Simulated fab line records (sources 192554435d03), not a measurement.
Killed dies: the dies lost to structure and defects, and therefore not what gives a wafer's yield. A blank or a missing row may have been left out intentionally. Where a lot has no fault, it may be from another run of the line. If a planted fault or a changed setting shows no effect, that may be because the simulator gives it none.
fab line records	flow n5_finfet
[record] lots = 10	wafers = 30	last_day = 18
route steps=1938 shown HKMG_FIN@430 BEOL_M4@1111 PASSIVATION@1936
lots with no fault: from the same line, run without faults
start_h: hours from the record's opening day to when the first of the lot's shown wafers began	wait_h: time in hours since the lot's previous step	" unchanged from the row above	L1.1+2: one row covering several wafers at once	- no value present, or no start provided	* or withheld: withheld	< > ~ a bound
route shown NAME@n: a module of which the file shows steps, and the number in the route of the first	usual: mean/standard deviation of fault-free wafers	same: alike in all rows	chamber/n: place in a boat	sites: the reading at each site	_std_site: standard deviation of those values	_edge_site: mean of outer sites minus mean of inner sites	radius_mm: for every site, how far away it sits from the centre of the wafer	mask NAME#n: copy n	behind: the last tool/chamber to shape the wafer	hold: why the lot went on hold/how many hours it stayed there/how the hold came to an end	device: which transistor (n, p or np) failed to switch	end of line: the route-end tests of the same wafers	a step given without rows: its recipe and nothing more	killed: at the first sort, the dies lost to defects and structure; wafer yield is something else	map: dies across one wafer; x = killed, . = not, _ = none there
set.NAME: the setting the step ran with; set.NAME@STEP: the setting that earlier step ran with	model.NAME: the simulator's own value behind a step, which no gauge read
one table for each step of the route and one row for each wafer, over a sample of lots
services: when a tool's chamber went out of use (start_h, in hours from the record's first day, below 0 if earlier), for how many hours, and the reason
[[steps]]
[step N5_HKMG_FIN_CD_MEAS_12]
[recipe] target_cd_nm = 92.8	landing_energy_ev = 500	detector = se_inlens
[usual] cd_nm = 93.0/0.59
lot.wafer	tool	chamber	start_h	wait_h	cd_nm
L982.1	cd_sem-03	0	79.32	-	92.3
L982.3	"	0	"	"	92.3
L982.5	"	0	"	"	92.0
L984.2	cd_sem-01	0	90.95	-	93.6
L984.3	"	0	"	"	92.3
L984.6	"	0	"	"	93.3
L985.2	cd_sem-02	0	98.76	-	93.7
L985.3	"	0	"	"	93.2
L985.6	"	0	"	"	92.6
L986.1	cd_sem-03	0	104.84	-	93.4
L986.2	"	0	"	"	92.4
L986.5	"	0	"	"	93.0
L987.1	cd_sem-02	0	113.22	-	93.5
L987.4	"	0	"	"	92.8
L987.5	"	0	"	"	91.9
L995.1	cd_sem-01	0	157.67	-	92.9
L995.3	"	0	"	"	93.1
L995.4	"	0	"	"	91.8
L996.2	cd_sem-03	0	167.16	-	93.3
L996.4	"	0	"	"	92.8
L996.5	"	0	"	"	93.3
L102.1	cd_sem-02	0	204.43	-	93.3
L102.3	"	0	"	"	92.4
L102.6	"	0	"	"	92.7
L103.1	cd_sem-01	0	208.00	-	92.8
L103.4	"	0	"	"	92.3
L103.5	"	0	"	"	92.5
L104.1	cd_sem-01	0	215.08	-	93.7
L104.3	"	0	"	"	93.5
L104.6	"	0	"	"	93.9
[step N5_HKMG_FIN_OVL_MEAS_13]
[recipe] points_per_wafer = 44
[usual] NWFM_OVL = -0.1/0.78
lot.wafer	tool	chamber	start_h	wait_h	NWFM_OVL[nm]
L982.1	overlay-02	0	79.35	0.0	-0.5
L982.3	"	0	"	"	-0.4
L982.5	"	0	"	"	0.0
L984.2	overlay-02	0	90.98	0.0	-1.4
L984.3	"	0	"	"	0.0
L984.6	"	0	"	"	-0.3
L985.2	overlay-01	0	98.79	0.0	0.5
L985.3	"	0	"	"	0.1
L985.6	"	0	"	"	1.0
L986.1	overlay-02	0	104.87	0.0	0.1
L986.2	"	0	"	"	0.2
L986.5	"	0	"	"	-0.3
L987.1	overlay-01	0	113.25	0.0	-0.9
L987.4	"	0	"	"	0.3
L987.5	"	0	"	"	-0.3
L995.1	overlay-01	0	157.70	0.0	0.8
L995.3	"	0	"	"	0.4
L995.4	"	0	"	"	0.6
L996.2	overlay-01	0	167.19	0.0	-1.6
L996.4	"	0	"	"	-1.8
L996.5	"	0	"	"	-1.4
L102.1	overlay-01	0	204.46	0.0	0.1
L102.3	"	0	"	"	0.7
L102.6	"	0	"	"	0.9
L103.1	overlay-01	0	208.03	0.0	0.1
L103.4	"	0	"	"	1.3
L103.5	"	0	"	"	0.9
L104.1	overlay-01	0	215.11	0.0	-1.5
L104.3	"	0	"	"	0.6
L104.6	"	0	"	"	-0.6
[step N5_HKMG_FIN_COAT_85]
[recipe] resist = SOC	temp_c = 250	time_s = 60	spin_rpm = 1500	resist_thk_nm = 300
[usual] spin_speed_rpm = 1499.9/0.94
lot.wafer	tool	chamber	start_h	wait_h	spin_speed_rpm
L982.1	litho_track-04	0	80.66	0.2	1500.6
L982.3	"	0	"	"	1500.3
L982.5	"	0	"	"	1498.3
L984.2	litho_track-03	0	92.29	0.2	1500.2
L984.3	"	0	"	"	1501.0
L984.6	"	0	"	"	1499.3
L985.2	litho_track-01	0	100.11	0.2	1499.6
L985.3	"	0	"	"	1498.1
L985.6	"	0	"	"	1501.9
L986.1	litho_track-01	0	106.29	0.2	1500.4
L986.2	"	0	"	"	1500.5
L986.5	"	0	"	"	1499.7
L987.1	litho_track-03	0	114.56	0.2	1499.5
L987.4	"	0	"	"	1500.6
L987.5	"	0	"	"	1500.9
L995.1	litho_track-03	0	159.10	0.2	1539.5
L995.3	"	0	"	"	1538.7
L995.4	"	0	"	"	1539.6
L996.2	litho_track-03	0	168.50	0.2	1539.8
L996.4	"	0	"	"	1540.5
L996.5	"	0	"	"	1539.5
L102.1	litho_track-04	0	205.83	0.2	1499.9
L102.3	"	0	"	"	1499.9
L102.6	"	0	"	"	1500.3
L103.1	litho_track-04	0	209.34	0.2	1500.5
L103.4	"	0	"	"	1498.8
L103.5	"	0	"	"	1499.1
L104.1	litho_track-01	0	216.42	0.2	1501.0
L104.3	"	0	"	"	1499.4
L104.6	"	0	"	"	1500.5
[step N5_HKMG_FIN_STRIP_89]
[recipe] chemistry = N2/H2	material = SOC	time_s = 20	power_w = 500	temp_c = 40	pressure_mtorr = 50	rf_frequency_hz = 6e+07	bias_power_w = 8	h2_frac = 0.5	n2_flow_sccm = 300	h2_flow_sccm = 300
[usual] bias_power_w = 8.000/0.027	drypump_motor_current_A = 5.8/0.45	oes_product_au = 0.81/0.098	power_w = 500.0/1.5	rf_vpp_V = 54.3/0.86	showerhead_plenum_p_Torr = 3.39/0.11	throttle_valve_pct = 18.92/0.29
lot.wafer	tool	chamber	start_h	wait_h	bias_power_w	drypump_motor_current_A	oes_product_au	power_w	rf_hours_counter_h	rf_vpp_V	showerhead_plenum_p_Torr	throttle_valve_pct
L982.1	rie_diel-05	2	80.78	0.0	7.975	6.6	0.72	501.4	205	53.0	3.50	19.48
L982.3	"	1	"	"	7.993	5.7	0.93	498.6	10	53.5	3.30	19.06
L982.5	"	2	"	"	8.000	6.6	0.72	499.8	-	53.8	3.50	19.46
L984.2	rie_diel-05	2	92.41	0.0	7.964	6.6	0.71	501.2	210	54.3	3.49	19.48
L984.3	"	3	"	"	8.031	5.2	0.95	498.5	5	53.8	3.59	18.75
L984.6	"	2	"	"	7.959	6.5	0.71	499.6	-	53.7	3.49	19.48
L985.2	rie_diel-02	3	100.23	0.0	7.978	5.7	0.69	501.5	246	55.0	3.44	19.15
L985.3	"	1	"	"	7.975	5.3	0.90	500.0	25	54.5	3.44	18.87
L985.6	"	2	"	"	8.017	6.2	0.86	499.2	-	54.5	3.53	18.53
L986.1	rie_diel-05	3	106.42	0.0	8.014	5.2	0.95	501.1	11	54.7	3.59	18.76
L986.2	"	0	"	"	7.997	5.8	0.98	498.9	3	54.4	3.31	19.07
L986.5	"	3	"	"	8.024	5.2	0.95	501.1	-	54.2	3.59	18.75
L987.1	rie_diel-04	2	114.74	0.0	7.991	5.8	0.73	502.5	219	54.1	3.31	18.86
L987.4	"	0	"	"	8.017	5.3	0.66	498.3	241	55.3	3.29	18.39
L987.5	"	1	"	"	8.016	5.4	0.95	499.6	-	54.9	3.44	18.64
L995.1	rie_diel-04	0	159.23	0.0	8.036	5.2	0.66	501.7	258	53.8	3.29	18.41
L995.3	"	3	"	"	7.978	6.5	0.72	502.7	192	54.8	3.46	19.06
L995.4	"	1	"	"	8.045	5.4	0.91	498.3	29	53.7	3.43	18.65
L996.2	rie_diel-04	3	168.80	0.1	8.016	6.5	0.72	500.1	197	56.5	3.46	19.06
L996.4	"	3	"	"	8.017	6.5	0.72	498.3	-	56.0	3.46	19.07
L996.5	"	3	"	"	7.964	6.5	0.72	498.0	-	54.5	3.46	19.06
L102.1	rie_diel-02	2	206.30	0.0	7.991	6.2	0.82	500.4	88	55.4	3.51	18.60
L102.3	"	1	"	"	8.034	5.3	0.85	500.8	65	52.8	3.42	18.94
L102.6	"	0	"	"	8.003	5.8	0.71	501.9	-	52.4	3.19	19.02
L103.1	rie_diel-05	3	209.46	0.0	7.974	5.2	0.87	498.9	44	55.2	3.57	18.81
L103.4	"	3	"	"	8.026	5.2	0.87	497.2	-	55.1	3.57	18.81
L103.5	"	0	"	"	7.983	5.8	0.89	495.8	-	53.5	3.29	19.13
L104.1	rie_diel-05	1	216.69	0.0	8.010	5.6	0.84	498.6	59	55.2	3.27	19.14
L104.3	"	3	"	"	8.029	5.2	0.87	499.1	48	53.9	3.57	18.83
L104.6	"	3	"	"	7.996	5.2	0.86	500.7	-	54.5	3.57	18.82
[step N5_BEOL_M4_RC_MEAS_101]
[usual] DIBL_N = 36.2/1.6	DIBL_P = 36.5/1.9	IOFF_N = 0.158/0.027	IOFF_P = 0.21/0.038	ION_N = 675/12	ION_P = 464/8.9	SS_N = 71.5/0.61	SS_P = 73.4/0.59	VT_N = 250.4/3	VT_P = -250/3.6
lot.wafer	tool	chamber	start_h	wait_h	DIBL_N[mV/V]	DIBL_P[mV/V]	IOFF_N[nA/um]	IOFF_P[nA/um]	ION_N[uA/um]	ION_P[uA/um]	SS_N[mV/dec]	SS_P[mV/dec]	VT_N[mV]	VT_P[mV]
L982.1	prober-01	0	164.40	0.0	37.7	38.5	0.175	0.26	683	474	72.3	74.0	251.0	-247
L982.3	"	0	"	"	36.3	36.5	0.146	0.22	676	472	71.1	73.0	251.9	-250
L982.5	"	0	"	"	38.5	39.0	0.194	0.27	683	468	72.0	74.1	247.4	-245
L984.2	prober-01	0	185.63	0.2	36.9	36.6	0.154	0.22	666	461	72.4	73.5	254.4	-251
L984.3	"	0	"	"	38.4	37.3	0.171	0.22	669	461	71.9	74.1	251.4	-252
L984.6	"	0	"	"	36.7	35.5	0.148	0.20	670	458	71.7	72.9	253.9	-252
L985.2	prober-02	0	186.05	0.2	34.7	34.0	0.134	0.16	658	450	70.6	72.6	253.2	-257
L985.3	"	0	"	"	36.7	37.3	0.164	0.21	661	457	71.9	73.3	253.0	-250
L985.6	"	0	"	"	35.4	35.1	0.147	0.17	650	446	71.8	72.7	254.2	-256
L986.1	prober-02	0	192.78	0.0	37.8	36.5	0.156	0.20	672	455	70.3	73.7	252.7	-250
L986.2	"	0	"	"	37.4	37.5	0.165	0.21	676	462	71.3	73.5	248.5	-248
L986.5	"	0	"	"	35.7	34.7	0.122	0.17	653	452	70.5	72.9	254.3	-253
L987.1	prober-01	0	202.49	0.0	37.8	37.8	0.168	0.21	684	461	72.0	73.6	253.7	-250
L987.4	"	0	"	"	38.4	38.4	0.180	0.22	689	461	71.5	74.4	249.0	-250
L987.5	"	0	"	"	39.3	39.3	0.192	0.24	680	463	71.3	74.3	251.1	-253
L995.1	prober-01	0	255.25	0.0	36.2	37.1	0.157	0.25	685	473	70.6	73.1	247.2	-246
L995.3	"	0	"	"	39.3	40.7	0.232	0.31	699	480	72.4	74.5	243.7	-241
L995.4	"	0	"	"	38.4	39.7	0.198	0.31	686	474	71.0	74.5	244.2	-240
L996.2	prober-02	0	275.25	0.2	37.1	37.4	0.173	0.23	671	463	72.1	73.3	249.0	-249
L996.4	"	0	"	"	38.5	39.3	0.206	0.26	692	472	72.1	73.4	246.0	-246
L996.5	"	0	"	"	34.4	34.7	0.120	0.17	666	460	70.2	72.3	255.4	-254
L102.1	prober-02	0	302.58	0.0	35.7	35.7	0.158	0.18	677	459	71.2	72.7	248.8	-254
L102.3	"	0	"	"	36.8	38.1	0.175	0.23	666	457	71.6	73.8	247.5	-250
L102.6	"	0	"	"	35.6	36.5	0.165	0.20	677	468	71.4	72.8	248.2	-251
L104.1	prober-01	0	313.01	0.0	38.4	38.9	0.223	0.30	690	478	73.0	74.6	246.9	-245
L104.3	"	0	"	"	36.2	36.3	0.157	0.23	666	461	71.9	73.7	252.2	-248
L104.6	"	0	"	"	36.0	35.3	0.158	0.21	675	461	71.6	72.9	252.8	-252
L103.1	prober-02	0	320.57	0.0	35.0	34.8	0.149	0.22	664	463	71.1	72.8	250.4	-248
L103.4	"	0	"	"	34.2	34.5	0.141	0.22	686	482	70.4	73.0	249.9	-248
L103.5	"	0	"	"	32.9	33.3	0.116	0.19	666	469	71.3	73.1	252.7	-251
[step N5_PASSIVATION_PROBE_49]
[usual] defect_limited_yield = 91.3/1.7	killed_at_M0_to_M3 = 33/11	killed_at_M4_up = 14/5.5	killed_at_contacts = 13/6.5	killed_at_front_end = 39/13	killed_at_other = 3.4/2.9	killed_dies = 103/20	killed_on_rim = 14/4.3	killed_open = 69/15	killed_short = 32/8.1	sort_bin_5_function = 5.1/1.1	sort_bin_6_memory = 3.3/0.74	sort_bin_8_speed = 0.00/0.014	sort_n_pass = 1077/20	sort_yield_pct = 91.3/1.7
[same] gross_dies = 1180	killed_at_back_side = 0	sort_bin_4_leakage[%] = 0
lot.wafer	tool	chamber	start_h	wait_h	defect_limited_yield[%]	killed_at_M0_to_M3	killed_at_M4_up	killed_at_contacts	killed_at_front_end	killed_at_other	killed_dies	killed_on_rim	killed_open	killed_short	sort_bin_5_function[%]	sort_bin_6_memory[%]	sort_bin_8_speed[%]	sort_n_pass	sort_yield_pct[%]
L985.2	prober-01	-	305.16	0.1	87.5	37	26	22	56	7	148	26	97	50	6.9	5.1	0	1032	87.5
L985.3	prober-01	-	305.21	0.1	89.1	49	12	10	47	11	129	12	74	54	6.7	3.9	0	1051	89.1
L985.6	prober-01	-	305.36	0.3	92.7	26	13	8	31	8	86	14	60	26	4.4	2.8	0.08	1093	92.6
L987.1	prober-02	-	314.53	0.0	94.2	23	25	0	20	1	69	9	51	18	3.0	2.7	0	1111	94.2
L987.4	prober-02	-	314.68	0.2	94.8	26	10	3	19	3	61	7	41	19	2.9	2.0	0	1119	94.8
L987.5	prober-02	-	314.73	0.2	92.7	28	17	2	34	5	86	9	57	26	4.3	2.7	0	1094	92.7
L995.3	prober-01	-	362.38	0.1	92.1	22	12	7	49	3	93	6	51	24	3.5	2.5	0	1087	92.1
L995.4	prober-01	-	362.43	0.2	90.1	24	14	9	69	1	117	25	77	34	5.9	3.6	0	1063	90.1
L996.2	prober-01	-	378.19	0.1	90.8	26	18	14	50	0	108	9	68	30	5.3	3.1	0	1072	90.8
L996.4	prober-01	-	378.29	0.2	89.3	52	11	11	51	1	126	19	87	28	4.7	4.7	0	1054	89.3
L996.5	prober-01	-	378.34	0.2	90.3	34	9	18	49	5	115	14	82	26	4.7	4.2	0	1065	90.3
L104.1	prober-02	-	429.53	0.0	92.5	34	18	8	27	2	89	7	64	22	4.1	3.1	0	1091	92.5
L104.3	prober-02	-	429.63	0.1	90.0	37	15	14	48	4	118	19	71	42	5.1	4.6	0	1062	90.0
L104.6	prober-02	-	429.78	0.3	91.3	46	6	5	44	2	103	13	61	40	4.8	3.3	0	1077	91.3
// killed by level:class
L985.2 MOL_CONTACT_COAG:geometric_particle:open=18 STI_FIN_REVEAL:geometric_particle:open=16 FIN_SAQP:geometric_particle:short=15 BEOL_M4:geometric_particle:open=15 BEOL_M3:geometric_particle:open=10 FIN_SAQP:geometric_particle:open=9 BEOL_M0_SAQP:geometric_particle:short=7 BEOL_M0_SAQP:geometric_particle:open=6
L985.3 FIN_SAQP:geometric_particle:short=11 MOL_CONTACT_COAG:geometric_particle:open=9 BEOL_M1:geometric_particle:open=9 FIN_SAQP:geometric_particle:open=7 STI_FIN_REVEAL:geometric_particle:open=7 BEOL_M0_SAQP:geometric_particle:short=7 BEOL_M0:geometric_particle:open=7 BEOL_M0_SAQP:geometric_particle:open=6
L985.6 FIN_SAQP:geometric_particle:open=10 BEOL_M1:geometric_particle:open=10 FIN_SAQP:geometric_particle:short=9 MOL_CONTACT_COAG:geometric_particle:open=6 BEOL_M3:geometric_particle:open=6 BEOL_M4:geometric_particle:open=5 STI_FIN_REVEAL:geometric_particle:open=4 BEOL_M5:geometric_particle:open=4
L987.1 BEOL_M4:geometric_particle:open=16 BEOL_M3:geometric_particle:open=6 BEOL_M1:geometric_particle:open=4 BEOL_M2:geometric_particle:open=4 FIN_SAQP:geometric_particle:open=3 STI_FIN_REVEAL:geometric_particle:open=3 GATE_CUT:geometric_particle:open=3 BEOL_M0_SAQP:geometric_particle:open=3
L987.4 BEOL_M3:geometric_particle:open=8 BEOL_M2:geometric_particle:open=6 FIN_SAQP:geometric_particle:short=4 STARTING-WAFER:geometric_particle:open=4 BEOL_M4:geometric_particle:open=4 MOL_CONTACT_COAG:geometric_particle:open=3 BEOL_M1:geometric_particle:open=3 BEOL_M3:geometric_particle:short=3
L987.5 BEOL_M4:geometric_particle:open=8 STI_FIN_REVEAL:geometric_particle:open=7 GATE_CUT:geometric_particle:short=6 BEOL_M3:geometric_particle:open=6 BEOL_M1:geometric_particle:open=5 BEOL_M2:geometric_particle:open=4 PAD_METAL:geometric_particle:short=4 FIN_SAQP:geometric_particle:open=3
L995.3 HKMG_FIN:area_etch=17 BEOL_M1:geometric_particle:open=9 BEOL_M0_SAQP:geometric_particle:open=6 STI_FIN_REVEAL:geometric_particle:open=5 MOL_CONTACT_COAG:geometric_particle:open=5 BEOL_M4:geometric_particle:open=5 FIN_SAQP:geometric_particle:open=4 DUMMY_GATE:geometric_particle:open=4
L995.4 STI_FIN_REVEAL:geometric_particle:open=15 STARTING-WAFER:geometric_particle:short=10 GATE_CUT:geometric_particle:short=9 BEOL_M1:geometric_particle:open=9 GATE_CUT:geometric_particle:open=9 MOL_CONTACT_COAG:geometric_particle:open=9 BEOL_M3:geometric_particle:open=6 FIN_SAQP:geometric_particle:open=5
L996.2 FIN_SAQP:geometric_particle:open=18 MOL_CONTACT_COAG:geometric_particle:open=11 HKMG_FIN:area_etch=7 BEOL_M6:geometric_particle:open=6 FIN_SAQP:geometric_particle:short=5 BEOL_M3:geometric_particle:open=5 BEOL_M1:geometric_particle:open=5 BEOL_M2:geometric_particle:open=5
L996.4 FIN_SAQP:geometric_particle:open=16 BEOL_M0_SAQP:geometric_particle:open=14 STI_FIN_REVEAL:geometric_particle:open=12 HKMG_FIN:area_etch=11 MOL_CONTACT_COAG:geometric_particle:open=10 BEOL_M0_SAQP:geometric_particle:short=10 BEOL_M3:geometric_particle:open=10 BEOL_M1:geometric_particle:open=9
L996.5 MOL_CONTACT_COAG:geometric_particle:open=15 FIN_SAQP:geometric_particle:open=12 BEOL_M2:geometric_particle:open=10 BEOL_M0_SAQP:geometric_particle:open=8 BEOL_M0_SAQP:geometric_particle:short=7 HKMG_FIN:area_etch=7 FIN_SAQP:geometric_particle:short=6 DUMMY_GATE:geometric_particle:open=5
L104.1 BEOL_M4:geometric_particle:open=10 BEOL_M0_SAQP:geometric_particle:open=9 BEOL_M1:geometric_particle:open=7 BEOL_M2:geometric_particle:open=7 MOL_CONTACT_COAG:geometric_particle:open=6 DUMMY_GATE:geometric_particle:open=5 BEOL_M0_SAQP:geometric_particle:short=5 FIN_SAQP:geometric_particle:open=4
L104.3 STI_FIN_REVEAL:geometric_particle:open=14 MOL_CONTACT_COAG:geometric_particle:open=12 BEOL_M4:geometric_particle:open=11 BEOL_M0_SAQP:geometric_particle:short=9 FIN_SAQP:geometric_particle:short=8 BEOL_M0_SAQP:geometric_particle:open=8 BEOL_M2:geometric_particle:short=6 BEOL_M2:geometric_particle:open=5
L104.6 STI_FIN_REVEAL:geometric_particle:open=16 BEOL_M0_SAQP:geometric_particle:open=15 FIN_SAQP:geometric_particle:short=12 BEOL_M0_SAQP:geometric_particle:short=9 BEOL_M2:geometric_particle:open=6 FIN_SAQP:geometric_particle:open=4 STI_FIN_REVEAL:geometric_particle:short=4 BEOL_M1:geometric_particle:short=4
[[services]]
tool	chamber	start_h	hours	kind
rie_diel-05	3	61.42	-	clean
rie_diel-05	3	61.42	-	consumable_replace:focus_ring
rie_diel-05	3	61.42	-	consumable_replace:showerhead
rie_diel-05	3	61.42	19.8	scheduled_down
rie_diel-05	3	61.42	19.8	vent_cycle
rie_diel-02	3	63.35	3.5	repair
litho_track-03	-	68.52	-	consumable_replace:filter
rie_diel-05	0	81.23	-	clean
rie_diel-05	0	81.23	-	consumable_replace:focus_ring
rie_diel-05	0	81.23	18.0	scheduled_down
rie_diel-05	0	81.23	18.0	vent_cycle
litho_track-03	-	82.54	-	consumable_replace:filter
rie_diel-02	-	93.56	0.3	repair
rie_diel-04	0	163.15	-	clean
rie_diel-04	0	163.15	-	consumable_replace:focus_ring
rie_diel-04	0	163.15	21.2	scheduled_down
rie_diel-04	0	163.15	21.2	vent_cycle
rie_diel-04	2	165.46	6.9	repair
rie_diel-05	2	206.62	-	clean
rie_diel-05	2	206.62	-	consumable_replace:focus_ring
rie_diel-05	2	206.62	23.4	scheduled_down
rie_diel-05	2	206.62	23.4	vent_cycle
rie_diel-04	0	212.51	4.9	repair
rie_diel-04	2	214.43	1.4	repair
[[key]]
[first_sign] step = N5_HKMG_FIN_COAT_85	reading = spin_speed_rpm	direction = up	sigmas = 42	usual = *	struck = *
effect none on later readings
met_at N5_HKMG_FIN_COAT_85
struck_lots L995,L996
not_acting_at N5_HKMG_FIN_CD_MEAS_12,N5_HKMG_FIN_OVL_MEAS_13,N5_HKMG_FIN_STRIP_89
onset_between 114.56 159.10
[fault] kind = process_parameter_drift	tool = litho_track-03	chamber = -	onset_h = 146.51	steps = N5_HKMG_FIN_COAT_85	channel = spin_rpm	offset = *	shape = step	end_h = 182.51	acts_in = *	stated = *
